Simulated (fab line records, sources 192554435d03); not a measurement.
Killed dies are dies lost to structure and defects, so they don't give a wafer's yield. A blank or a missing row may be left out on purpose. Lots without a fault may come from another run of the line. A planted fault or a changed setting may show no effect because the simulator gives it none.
A struck lot beside a sound one | flow n5_finfet | 15 steps out of a route of 1938
Sound: wafers L317.2, L317.3, L317.6. Struck: wafers L320.4, L320.6. (L320.1 of the same lot was not struck and is left out.) The cause comes at the end.
At each step with rows: each side's tool, then ch and its chambers, then its first start. Under that, the readings that differ: sound wafers | struck wafers | difference of the means | sigmas: that difference in standard deviations of wafers without a fault.
alike: readings whose means differ by less than 2 such deviations, and words and numbers that are the same on both sides. not compared: withheld readings, readings that some wafer has no value for, bounds like >300 that may hide the same value, and numbers for which the record gives no deviation and whose values overlap.
The two part at a step that has a row with sigmas, a row that says differs or no value, or rows on one side only. Numbers that don't overlap but have no deviation are shown without sigmas and don't part them. A reading that every wafer of one side lacks parts them only if that side has two wafers or more.

first, 8 steps without rows for these wafers: N5_MIM_TOP_LITHO_HMDS_01 (time 60 s); N5_MIM_TOP_LITHO_COAT_02; N5_MIM_TOP_LITHO_EBR_04; N5_MIM_TOP_LITHO_SOFTBAKE_03 (time 90 s); N5_MIM_TOP_LITHO_EXPOSE_05 (exposes mask MIM TOP, target cd 2000 nm); N5_MIM_TOP_LITHO_PEB_06; N5_MIM_TOP_LITHO_DEVELOP_07 (develop time 60 s); N5_MIM_TOP_LITHO_HARDBAKE_09 (time 120 s).
N5_MIM_TOP_LITHO_CD_MEAS_08: target cd 2000 nm.
  sound on cd_sem-01 ch 0, day 13 09:43; struck on cd_sem-02 ch 0, day 14 04:46
  alike: cd_nm
N5_MIM_TOP_LITHO_OVL_MEAS_11:
  sound on overlay-01 ch 0, day 13 09:44; struck on overlay-01 ch 0, day 14 04:48
  alike: MIM_TOP_OVL
N5_MIM_TOP_LITHO_INSPECT_12: inspects for defects (macro).
  sound on defect_inspect-02, day 13 09:46; struck on defect_inspect-02, day 14 04:49
  alike: raw_defect_count
N5_MIM_TOP_LITHO_DESCUM_10: chemistry O2, time 7.9 s.
  sound on rie_diel-06 ch 0,1,2, day 13 09:48; struck on rie_diel-02 ch 0,2, day 14 04:51
  alike: bias_power_w, drypump_motor_current_A, oes_product_au, rf_vpp_V, showerhead_plenum_p_Torr, throttle_valve_pct
  not compared: rf_hours_counter_h
N5_MIM_TOP_ETCH_ETCH_00: etches TiN in Cl2/BCl3, target depth 38.5 nm.
  sound on rie_metal-01 ch 0,1, day 13 09:53; struck on rie_metal-01 ch 0, day 14 04:59
  reading                                  | sound            | struck      | difference | sigmas
  oes_product_au (a.u.)                    | 0.89 0.93 0.89   | 1.15 1.14   | +0.24      | +3
  model.MIM_TOP_ETCH.feature_depth_nm (nm) | 40.4 40.6 40.2   | 56.4 56.2   | +15.9      |
  model.etch.depth_nm (nm)                 | 40.46 40.6 40.26 | 56.41 56.17 | +15.85     |
  alike: drypump_motor_current_A, throttle_valve_pct
  not compared: rf_hours_counter_h, model.coat_of_MIM_TOP_LITHO_COAT_02.thk_nm
N5_MIM_TOP_ETCH_STRIP_01: strips in O2.
  sound on rie_diel-05 ch 0,1, day 13 10:03; struck on rie_diel-05 ch 2,3, day 14 05:08
  alike: drypump_motor_current_A, oes_product_au, rf_vpp_V, showerhead_plenum_p_Torr, throttle_valve_pct
  not compared: rf_hours_counter_h
N5_PASSIVATION_PROBE_49:
  the record has rows for the sound wafers here (prober-02, day 13 21:55) and none for the struck ones

WHERE THEY PART
First at N5_MIM_TOP_ETCH_ETCH_00; last, within this record, at N5_PASSIVATION_PROBE_49.

WHY: what the simulator had put in
Process parameter drift: rie_metal-01, from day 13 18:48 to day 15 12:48, at N5_MIM_TOP_ETCH_ETCH_00. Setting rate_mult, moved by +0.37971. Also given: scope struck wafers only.
